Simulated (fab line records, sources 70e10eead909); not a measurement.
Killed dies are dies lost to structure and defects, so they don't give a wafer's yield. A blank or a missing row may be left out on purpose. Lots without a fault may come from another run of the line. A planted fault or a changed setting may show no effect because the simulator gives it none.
A struck lot beside a sound one | flow nand_harc | 14 steps out of a route of 1302
Sound: wafers L200.2, L200.4, L200.5. Struck: wafers L188.4, L188.5. (L188.2 of the same lot was not struck and is left out.) The cause comes at the end.
At each step with rows: each side's tool, then ch and its chambers, then its first start. Under that, the readings that differ: sound wafers | struck wafers | difference of the means | sigmas: that difference in standard deviations of wafers without a fault.
alike: readings whose means differ by less than 2 such deviations, and words and numbers that are the same on both sides. not compared: withheld readings, readings that some wafer has no value for, bounds like >300 that may hide the same value, and numbers for which the record gives no deviation and whose values overlap.
The two part at a step that has a row with sigmas, a row that says differs or no value, or rows on one side only. Numbers that don't overlap but have no deviation are shown without sigmas and don't part them. A reading that every wafer of one side lacks parts them only if that side has two wafers or more.

first, 1 step without rows for these wafers: NHARC_A_STAIRCASE_HARDBAKE_311 (time 140 s).
NHARC_A_STAIRCASE_DESCUM_312: chemistry O2, time 3 s.
  sound on rie_diel-13 ch 0,3, day 25 14:20; struck on rie_diel-12 ch 3, day 21 03:05
  alike: drypump_motor_current_A, oes_product_au, rf_vpp_V, showerhead_plenum_p_Torr, throttle_valve_pct
  not compared: rf_hours_counter_h
then, 1 step without rows for these wafers: NHARC_A_STAIRCASE_ETCH_313 (etches the open film in CF4/CHF3).
NHARC_A_STAIRCASE_HM_OPEN_463: chemistry O2/COS.
  sound on rie_diel-13 ch 1,2; struck on rie_diel-12 ch 0,1
  alike: drypump_motor_current_A, oes_product_au, rf_fwd_power_W, rf_vpp_V, showerhead_plenum_p_Torr, throttle_valve_pct
  not compared: rf_hours_counter_h
then, 1 step without rows for these wafers: NHARC_A_STAIRCASE_STRIP_464 (strips in O2/COS).
NHARC_A_STAIRCASE_ETCH_453: etches the open film in CF4/O2, target depth 30 nm, overetch 3 nm, time 16.5 s.
  sound on rie_diel-13 ch 0,2; struck on rie_diel-12 ch 0
  alike: drypump_motor_current_A, oes_ar_750_au, oes_f_703_au, oes_o_777_au, oes_product_au, rf_fwd_power_W, rf_vpp_V, showerhead_plenum_p_Torr, throttle_valve_pct
  not compared: rf_hours_counter_h
then, 1 step without rows for these wafers: NHARC_A_STAIRCASE_ETCH_315 (etches the open film in C4F8/O2/Ar, target depth 2500 nm, time 607.1 s).
NHARC_A_STAIRCASE_STRIP_316: strips in O2.
  sound on rie_diel-13 ch 0,1,3; struck on rie_diel-12 ch 2,3
  alike: drypump_motor_current_A, oes_product_au, rf_vpp_V, showerhead_plenum_p_Torr, throttle_valve_pct
  not compared: rf_hours_counter_h
then, 3 steps without rows for these wafers: NHARC_A_STAIRCASE_STRIP_317 (strips in SPM, time 900 s); NHARC_A_STAIRCASE_PRECLEAN_318 (cleans in SC1); NHARC_A_STAIRCASE_SRD_329.
NHARC_A_STAIRCASE_ALD_415: deposits SiO2, target thk 30 nm, pulse time 6 s, ald cycles 300.
  sound on ald_hk-03 ch 1,2, day 25 16:21; struck on ald_hk-03 ch 0,2, day 21 05:05
  reading    | sound       | struck  | difference | sigmas
  ald_cycles | 300 300 300 | 358 358 | +58        |
  alike: heater_power_w, precursor_pulse_height_rel
NHARC_A_STAIRCASE_ETCHBACK_416: etches the open film in C4F8/O2/Ar, target depth 36 nm, time 7.2 s.
  sound on rie_diel-02 ch 2,3; struck on rie_diel-12 ch 2,3
  reading               | sound             | struck      | difference | sigmas
  oes_product_au (a.u.) | 1.01 1.00 1.00    | 0.92 0.94   | -0.07      | -2
  rf_fwd_power_W (W)    | 588.2 589.7 589.3 | 584.8 582.9 | -5.2       | -2
  alike: rf_vpp_V
  not compared: rf_hours_counter_h
-- the record jumps here: 7 days lie between the struck wafers' starts before and after (it left off in module A_STAIRCASE and takes up again in module END, whose first step shown is number 1302 of the route) --
NHARC_END_SORT_01:
  the record has rows for the struck wafers here (prober-01 ch 0, day 28 08:21) and none for the sound ones

WHERE THEY PART
First at NHARC_A_STAIRCASE_ETCHBACK_416; last, within this record, at NHARC_END_SORT_01.

WHY: what the simulator had put in
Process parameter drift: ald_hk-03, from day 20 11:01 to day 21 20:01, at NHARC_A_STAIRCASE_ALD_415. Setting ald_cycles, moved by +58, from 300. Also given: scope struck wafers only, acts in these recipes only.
